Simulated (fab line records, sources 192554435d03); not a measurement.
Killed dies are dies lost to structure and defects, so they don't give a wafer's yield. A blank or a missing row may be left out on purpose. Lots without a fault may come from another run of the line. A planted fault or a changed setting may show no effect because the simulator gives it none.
Chamber matching | flow n5_finfet | N5_BEOL_M1_STRIP_19 on rie_diel-04: 4 sister chambers
The step strips in O2. 22 wafers are shown with their chamber, then 11 later ones without.

WAFERS WITH THEIR CHAMBER
wafer  | chamber | showerhead_plenum_p_Torr (Torr) | drypump_motor_current_A (A) | throttle_valve_pct (%)
L075.1 | 2       | 2.20                            | 5.7                         | 17.0
L075.4 | 0       | 2.09                            | 5.6                         | 17.0
L075.5 | 3       | 2.16                            | 5.8                         | 16.6
L077.1 | 1       | 2.17                            | 6.3                         | 16.4
L077.2 | 2       | 2.20                            | 5.7                         | 17.1
L077.4 | 3       | 2.16                            | 5.7                         | 16.6
L082.2 | 3       | 2.16                            | 5.8                         | 16.6
L082.3 | 1       | 2.17                            | 6.3                         | 16.4
L082.6 | 1       | 2.17                            | 6.3                         | 16.4
L084.1 | 2       | 2.20                            | 5.7                         | 17.1
L084.2 | 0       | 2.08                            | 5.6                         | 17.0
L084.5 | 2       | 2.20                            | 5.7                         | 17.1
L089.2 | 1       | 2.16                            | 6.3                         | 16.4
L089.4 | 3       | 2.16                            | 5.7                         | 16.1
L089.6 | 0       | 2.08                            | 5.6                         | 17.0
L090.1 | 0       | 2.08                            | 5.6                         | 17.0
L090.2 | 1       | 2.16                            | 6.3                         | 16.4
L090.6 | 0       | 2.08                            | 5.6                         | 17.1
L092.1 | 3       | 2.16                            | 5.7                         | 16.1
L092.2 | 2       | 2.19                            | 5.8                         | 17.1
L092.4 | 1       | 2.16                            | 6.3                         | 16.4
L093.1 | 1       | 2.16                            | 6.3                         | 16.4

SIGNATURES (means of the wafers above)
reading                  | chamber 0 | chamber 1 | chamber 2 | chamber 3 | scatter within a chamber
showerhead_plenum_p_Torr | 2.0820    | 2.1643    | 2.1980    | 2.1600    | 0.00429
drypump_motor_current_A  | 5.600     | 6.300     | 5.720     | 5.740     | 0.0333
throttle_valve_pct       | 17.020    | 16.400    | 17.080    | 16.400    | 0.132
Rule: a wafer's distance from a chamber is the root of the sum, over the readings, of the square of ((its reading less the chamber's mean) divided by the reading's scatter). The wafer belongs to the nearest chamber; if the next one is less than 2 further off, it can't be placed. The scatter: the root of (the sum of the squares of (reading less its chamber's mean) over the shown wafers, divided by (wafers less chambers)).

WAFERS WITHOUT THEIR CHAMBER
wafer  | showerhead_plenum_p_Torr (Torr) | drypump_motor_current_A (A) | throttle_valve_pct (%)
L093.3 | 2.19                            | 5.7                         | 17.1
L093.4 | 2.08                            | 5.6                         | 17.1
L096.1 | 2.16                            | 6.3                         | 16.5
L096.4 | 2.19                            | 5.7                         | 17.1
L096.5 | 2.07                            | 5.6                         | 17.1
L094.1 | 2.19                            | 5.7                         | 17.1
L094.3 | 2.07                            | 5.6                         | 17.1
L094.6 | 2.16                            | 6.3                         | 16.4
L097.1 | 2.15                            | 5.7                         | 16.1
L097.4 | 2.07                            | 5.6                         | 17.0
L097.6 | 2.19                            | 5.8                         | 17.1

WHICH CHAMBER EACH WENT THROUGH
wafer  | from the rows above | in truth
L093.3 | 2                   | 2
L093.4 | 0                   | 0
L096.1 | 1                   | 1
L096.4 | 2                   | 2
L096.5 | 0                   | 0
L094.1 | 2                   | 2
L094.3 | 0                   | 0
L094.6 | 1                   | 1
L097.1 | 3                   | 3
L097.4 | 0                   | 0
L097.6 | 2                   | 2
Placed correctly: 11 of 11. Can't be placed from these rows: 0. Placed wrongly: 0.
